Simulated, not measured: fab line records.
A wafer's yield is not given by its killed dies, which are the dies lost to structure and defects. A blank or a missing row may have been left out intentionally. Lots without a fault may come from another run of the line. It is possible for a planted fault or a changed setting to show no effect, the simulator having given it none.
Chamber matching | flow n5 finfet | rie diel-03 running N5_BEOL_M12_ETCH_38: 4 sister chambers
The step etches SiCN in CF4/N2, target depth 68.7 nm, time 73.4 s. 18 wafers are shown with their chamber, then 9 later ones without.

## WAFERS WITH THEIR CHAMBER
wafer  | chamber | showerhead plenum p Torr (Torr) | throttle valve pct (%) | oes product au (a.u.)
L078.1 | 3       | 2.18                            | 15.61                  | 0.72
L078.3 | 1       | 2.25                            | 15.20                  | 0.86
L078.6 | 3       | 2.18                            | 15.61                  | 0.72
L081.3 | 1       | 2.24                            | 15.19                  | 0.86
L081.5 | 0       | 2.31                            | 15.37                  | 0.81
L081.6 | 1       | 2.25                            | 15.19                  | 0.86
L080.1 | 0       | 2.30                            | 15.36                  | 0.82
L080.5 | 2       | 2.15                            | 15.12                  | 0.88
L080.6 | 1       | 2.24                            | 15.21                  | 0.84
L084.1 | 2       | 2.15                            | 15.13                  | 0.86
L084.2 | 1       | 2.24                            | 15.21                  | 0.84
L084.6 | 1       | 2.24                            | 15.21                  | 0.83
L085.3 | 2       | 2.15                            | 15.13                  | 0.87
L085.4 | 1       | 2.24                            | 15.22                  | 0.84
L085.5 | 0       | 2.30                            | 15.37                  | 0.81
L089.1 | 1       | 2.24                            | 15.27                  | 0.83
L089.2 | 0       | 2.30                            | 15.41                  | 0.79
L089.4 | 2       | 2.15                            | 15.16                  | 0.86

SIGNATURES (averages over the wafers above)
reading                  | chamber 0 | chamber 1 | chamber 2 | chamber 3 | scatter within a chamber
showerhead plenum p Torr | 2.3025    | 2.2425    | 2.1500    | 2.1800    | 0.00401
throttle valve pct       | 15.3775   | 15.2125   | 15.1350   | 15.6100   | 0.0222
oes product au           | 0.8075    | 0.8450    | 0.8675    | 0.7200    | 0.0118
Rule: a wafer's distance from a chamber is the root of the sum, over the readings, of the square of ((its reading less the chamber's mean) divided by the reading's scatter). If the next closest chamber is less than 2 further off than the closest, the wafer can't be placed; otherwise it belongs to the closest. The scatter is the square root of a quotient: the sum, over the shown wafers, of each reading's squared deviation from its chamber's mean, divided by wafers minus chambers.

## WAFERS MISSING THEIR CHAMBER
wafer  | showerhead plenum p Torr (Torr) | throttle valve pct (%) | oes product au (a.u.)
L090.3 | 2.24                            | 15.23                  | 0.82
L090.5 | 2.15                            | 15.16                  | 0.85
L090.6 | 2.24                            | 15.26                  | 0.82
L094.4 | 2.15                            | 15.18                  | 0.84
L094.5 | 2.30                            | 15.43                  | 0.78
L094.6 | 2.17                            | 15.68                  | 0.70
L095.1 | 2.29                            | 15.42                  | 0.78
L095.4 | 2.17                            | 15.69                  | 0.69
L095.5 | 2.15                            | 15.17                  | 0.84

## THE CHAMBER EACH PASSED THROUGH
wafer  | from the rows above | in truth
L090.3 | 1                   | 1
L090.5 | 2                   | 2
L090.6 | 1                   | 1
L094.4 | 2                   | 2
L094.5 | 0                   | 0
L094.6 | 3                   | 3
L095.1 | 0                   | 0
L095.4 | 3                   | 3
L095.5 | 2                   | 2
9 of 9 placed correctly. Left unplaced by these rows: 0. 0 placed wrongly.
